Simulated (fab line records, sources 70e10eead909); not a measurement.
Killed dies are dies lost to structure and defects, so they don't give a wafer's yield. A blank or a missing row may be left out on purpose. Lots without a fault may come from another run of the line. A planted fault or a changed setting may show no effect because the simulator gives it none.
Problem report in the 8D (eight disciplines) form, filled by code | flow nand_harc | the parts of the form that need people (team, actions taken, sign-off) are left out

1. THE PROBLEM
thk_nm at NHARC_P_BONDPAD_THK_MEAS_33 reads a mean of 140.1 nm on 2 wafers of 2 lots; wafers without a fault read 200.7 nm with a standard deviation of 1.4. That is -43 standard deviations from the usual mean.
The step: measures by ellipsometry.
First seen on wafer L477.5, day 12 16:05, on film_metro-02. The record holds 38 wafers of 14 lots with a number at this step. Rule for "out", or "out of limits": more than 4 standard deviations from the usual mean. The other wafers with a number count as sound.

2. WHAT IT IS AND WHAT IT IS NOT
question                    | is                           | is not
which readings at this step | thk_nm                       | -
which lots                  | L477, L479                   | L463, L464, L465, L467, L468, L469, L471, L472, L481, L482, L484, L486
which wafers of those lots  | all that have a number       | -
read on which gauges        | film_metro-01, film_metro-02 | -
when                        | from day 12 16:05            | up to then (24 sound wafers); but 12 sound wafers of L481, L482, L484, L486 came after

3. SUSPECTS, AND WHAT RULES EACH OUT
Counting: a tool at a process step up to the reading stays a suspect if it ran every lot that is out and no sound lot after the first of them.
- the gauge at NHARC_P_BONDPAD_THK_MEAS_33: ruled out. The wafers that are out were read on 2 gauges (film_metro-01, film_metro-02).
- pecvd-02 at NHARC_P_BONDPAD_DEP_00 (deposits SiCN, target thk 250 nm): ruled out as a lasting fault. Sound lots L486 ran on it after its first lot that is out, L477 (day 12 15:37).
Left after counting: nothing in the record.

4. THE CAUSE (what the simulator had put in)
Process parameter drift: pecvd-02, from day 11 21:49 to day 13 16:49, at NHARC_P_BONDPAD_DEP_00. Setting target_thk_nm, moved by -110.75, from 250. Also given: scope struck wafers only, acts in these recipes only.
Counting ruled it out, wrongly: the rule takes a fault to strike every lot that its tool runs from its start on, and this one did not.

5. THE CHAIN OF EFFECTS, in route order
Each row: a reading whose mean over the struck wafers that have a number lies more than 3 standard deviations from the usual. Only readings for which the record gives a usual standard deviation are gone through. hours: the time from each lot's start at the first step in this table that gives one to its start at this step, as a median over the lots. sigmas: the change in usual standard deviations.
hours | step                        | reading | usual    | on struck wafers | change | sigmas
0     | NHARC_P_BONDPAD_THK_MEAS_33 | thk_nm  | 200.7 nm | 140.1            | -60.6  | -43
Later measuring or inspecting steps at which every struck wafer that the step has a row for has a number for every such reading, and none has moved that far: NHARC_P_BONDPAD_CD_MEAS_09, NHARC_END_SORT_01.

6. WHAT WOULD HAVE CAUGHT IT SOONER
In this record the first reading out of limits at a measuring or inspecting step was taken at day 12 16:05, 18 hours after the fault began at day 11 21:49.
Of the tool readings at NHARC_P_BONDPAD_DEP_00 for which the record gives a usual standard deviation, none was out on any struck wafer, so an alarm limit of 4 standard deviations on them would not have fired.
